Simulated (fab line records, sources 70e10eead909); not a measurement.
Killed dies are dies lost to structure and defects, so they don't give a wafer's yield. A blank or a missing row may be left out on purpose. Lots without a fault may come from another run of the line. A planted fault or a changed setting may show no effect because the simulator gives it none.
A struck lot beside a sound one | flow nand_harc | 41 steps out of a route of 1302
Sound: wafers L643.3, L643.4, L643.5. Struck: wafer L649.6. The cause comes at the end.
At each step with rows: each side's tool, then ch and its chambers, then its first start. Under that, the readings that differ: sound wafers | struck wafers | difference of the means | sigmas: that difference in standard deviations of wafers without a fault.
alike: readings whose means differ by less than 2 such deviations, and words and numbers that are the same on both sides. not compared: withheld readings, readings that some wafer has no value for, bounds like >300 that may hide the same value, and numbers for which the record gives no deviation and whose values overlap.
The two part at a step that has a row with sigmas, a row that says differs or no value, or rows on one side only. Numbers that don't overlap but have no deviation are shown without sigmas and don't part them. A reading that every wafer of one side lacks parts them only if that side has two wafers or more.

first, 7 steps without rows for these wafers: NHARC_A_CHANNEL_HOLE_D1_STRIP_41 (strips in N2/H2); NHARC_A_CHANNEL_HOLE_D1_STRIP_42 (strips in CF4/CHF3); NHARC_A_CHANNEL_HOLE_D1_STRIP_43 (strips in O2/COS); NHARC_A_CHANNEL_HOLE_D1_ETCH_44 (etches the open film in CF4/O2, target depth 140 nm, overetch 14 nm, time 77 s); NHARC_A_CHANNEL_HOLE_D1_STRIP_27 (strips in O2); NHARC_A_CHANNEL_HOLE_D1_PRECLEAN_28 (cleans in SC1); NHARC_A_CHANNEL_HOLE_D1_SRD_29.
NHARC_A_CHANNEL_HOLE_D1_CD_MEAS_30:
  sound on cd_sem-02, day 12 04:39; struck on cd_sem-02, day 14 16:25
  alike: cd_nm
NHARC_A_CHANNEL_HOLE_D1_XSEM_31:
  sound on xsem-02 ch 0, day 12 04:45; struck on xsem-02 ch 0, day 14 16:31
  reading     | sound       | struck | difference | sigmas
  bow_nm (nm) | 8.4 8.4 8.4 | 7.7    | -0.7       | -2
  alike: bot_cd_nm, tilt_deg
NHARC_A_CHANNEL_HOLE_D1_INSPECT_40:
  sound on defect_inspect-02, day 12 04:50; struck on defect_inspect-01, day 14 16:35
  alike: raw_defect_count
then, 2 steps without rows for these wafers: NHARC_A_CHANNEL_FILL_D1_PRECLEAN_00 (cleans in SC1); NHARC_A_CHANNEL_FILL_D1_SRD_01.
NHARC_A_CHANNEL_FILL_D1_ALD_02: deposits SiO2, target thk 6 nm, pulse time 10 s, ald cycles 60.
  sound on ald_hk-04 ch 2,3, day 12 05:04; struck on ald_hk-01 ch 0, day 14 17:05
  reading    | sound    | struck | difference | sigmas
  ald_cycles | 60 60 60 | 118    | +58        |
  alike: heater_power_w, precursor_pulse_height_rel
then, 1 step without rows for these wafers: NHARC_A_CHANNEL_FILL_D1_ALD_03 (deposits SiNx, target thk 6 nm, pulse time 60 s, ald cycles 58).
NHARC_A_CHANNEL_FILL_D1_ALD_14: deposits SiO2, target thk 2.5 nm, pulse time 10 s, ald cycles 25.
  sound on ald_hk-03 ch 1,2,3, day 12 12:08; struck on ald_hk-03 ch 1, day 15 00:07
  alike: heater_power_w, precursor_pulse_height_rel
  not compared: ald_cycles
then, 5 steps without rows for these wafers: NHARC_A_CHANNEL_FILL_D1_ALD_15 (deposits SiNx, target thk 2 nm, pulse time 60 s, ald cycles 19); NHARC_A_CHANNEL_FILL_D1_ALD_16 (deposits SiO2, target thk 1.5 nm, pulse time 10 s, ald cycles 15); NHARC_A_CHANNEL_FILL_D1_ANNEAL_17 (time 1800 s); NHARC_A_CHANNEL_FILL_D1_CVD_18 (deposits poly-Si, target thk 3 nm); NHARC_A_CHANNEL_FILL_D1_ETCHBACK_19 (etches the open film in HBr/Cl2, target depth 5 nm, time 1.7 s).
NHARC_A_CHANNEL_FILL_D1_ETCHBACK_20: etches the open film in C4F8/O2/Ar, target depth 27 nm, time 13.5 s.
  sound on rie_diel-09 ch 0,1,3, day 13 06:16; struck on rie_diel-13 ch 0, day 15 17:34
  reading               | sound          | struck | difference | sigmas
  oes_product_au (a.u.) | 0.91 0.93 0.93 | 1.01   | +0.09      | +2
  alike: rf_fwd_power_W, rf_vpp_V
  not compared: rf_hours_counter_h
then, 5 steps without rows for these wafers: NHARC_A_CHANNEL_FILL_D1_STRIP_28 (strips in O2, time 20 s); NHARC_A_CHANNEL_FILL_D1_PRECLEAN_21 (cleans in dHF, time 30 s); NHARC_A_CHANNEL_FILL_D1_SRD_23; NHARC_A_CHANNEL_FILL_D1_CVD_05 (deposits poly-Si, target thk 5 nm); NHARC_A_CHANNEL_FILL_D1_ANNEAL_22 (time 7200 s).
NHARC_A_CHANNEL_FILL_D1_ALD_25: deposits SiOx, target thk 60 nm, pulse time 10 s, ald cycles 600.
  sound on ald_hk-04 ch 0,1,2, day 13 18:59; struck on ald_hk-04 ch 3, day 16 08:08
  alike: heater_power_w, precursor_pulse_height_rel
  not compared: ald_cycles
NHARC_A_CHANNEL_FILL_D1_ETCHBACK_08: etches the open film in C4F8, target depth 220 nm, time 110 s.
  sound on rie_diel-12 ch 1,3; struck on rie_diel-13 ch 2
  alike: oes_product_au, rf_fwd_power_W, rf_vpp_V
  not compared: rf_hours_counter_h
then, 6 steps without rows for these wafers: NHARC_A_CHANNEL_FILL_D1_STRIP_29 (strips in O2, time 20 s); NHARC_A_CHANNEL_FILL_D1_PRECLEAN_30 (cleans in dHF, time 30 s); NHARC_A_CHANNEL_FILL_D1_SRD_31; NHARC_A_CHANNEL_FILL_D1_CVD_09 (deposits poly-Si, target thk 150 nm, time 3000 s); NHARC_A_CHANNEL_FILL_D1_CMP_10 (polishes, target thk 150 nm); NHARC_A_CHANNEL_FILL_D1_SRD_12.
NHARC_A_CHANNEL_FILL_D1_INSPECT_13:
  sound on defect_inspect-01, day 14 06:02; struck on defect_inspect-02, day 16 17:24
  alike: raw_defect_count
then, 4 steps without rows for these wafers: NHARC_A_DECK1_JOINT_ETCHBACK_07 (etches the open film in HBr, target depth 105 nm, time 26.9 s); NHARC_A_DECK1_JOINT_ETCH_25 (etches SiO2 in dHF, target depth 0.5 nm); NHARC_A_DECK1_JOINT_ETCH_19 (etches poly-Si in TMAH, target depth 3 nm); NHARC_A_DECK1_JOINT_ETCH_18 (etches SiO2 in dHF, target depth 3 nm).
-- the record jumps here: 14 days lie between the struck wafers' starts before and after (it left off in module A_DECK1_JOINT and takes up again in module END, whose first step shown is number 1301 of the route) --
NHARC_END_WLT_00:
  sound on prober-01, day 27 08:04; struck on prober-01, day 30 08:41
  reading                           | sound             | struck | difference | sigmas
  VT_DECK1_BOTTOM                   | 0.869 0.879 0.881 | 0.896  | +0.020     | +3
  VT_DECK1_BOTTOM_INNER             | 0.880 0.862 0.863 | 0.896  | +0.028     | +3
  VT_DECK1_MEDIAN_NEAR_BOTTOM       | 0.882 0.867 0.874 | 0.893  | +0.019     | +2
  VT_DECK1_MEDIAN_NEAR_BOTTOM_INNER | 0.885 0.875 0.877 | 0.900  | +0.021     | +3
  VT_DECK1_MIDDLE                   | 0.878 0.879 0.886 | 0.912  | +0.031     | +4
  VT_DECK1_MIDDLE_INNER             | 0.885 0.883 0.892 | 0.914  | +0.027     | +4
  VT_DECK1_TOP                      | 0.888 0.896 0.894 | 0.930  | +0.037     | +5
  VT_DECK1_TOP_INNER                | 0.898 0.902 0.892 | 0.926  | +0.029     | +4
  alike: VT_DECK2_BOTTOM, VT_DECK2_BOTTOM_INNER, VT_DECK2_MEDIAN_NEAR_BOTTOM, VT_DECK2_MEDIAN_NEAR_BOTTOM_INNER, VT_DECK2_MIDDLE, VT_DECK2_MIDDLE_INNER, VT_DECK2_TOP, VT_DECK2_TOP_INNER
NHARC_END_SORT_01:
  sound on prober-01 ch 0, day 27 11:40; struck on prober-01 ch 0, day 30 13:10
  reading      | sound | struck | difference | sigmas
  killed_short | 0 2 1 | 5      | +4         | +2
  alike: killed_at_array, killed_at_other, killed_at_periphery, killed_dies, killed_open

WHERE THEY PART
First at NHARC_A_CHANNEL_HOLE_D1_XSEM_31; last, within this record, at NHARC_END_SORT_01.

WHY: what the simulator had put in
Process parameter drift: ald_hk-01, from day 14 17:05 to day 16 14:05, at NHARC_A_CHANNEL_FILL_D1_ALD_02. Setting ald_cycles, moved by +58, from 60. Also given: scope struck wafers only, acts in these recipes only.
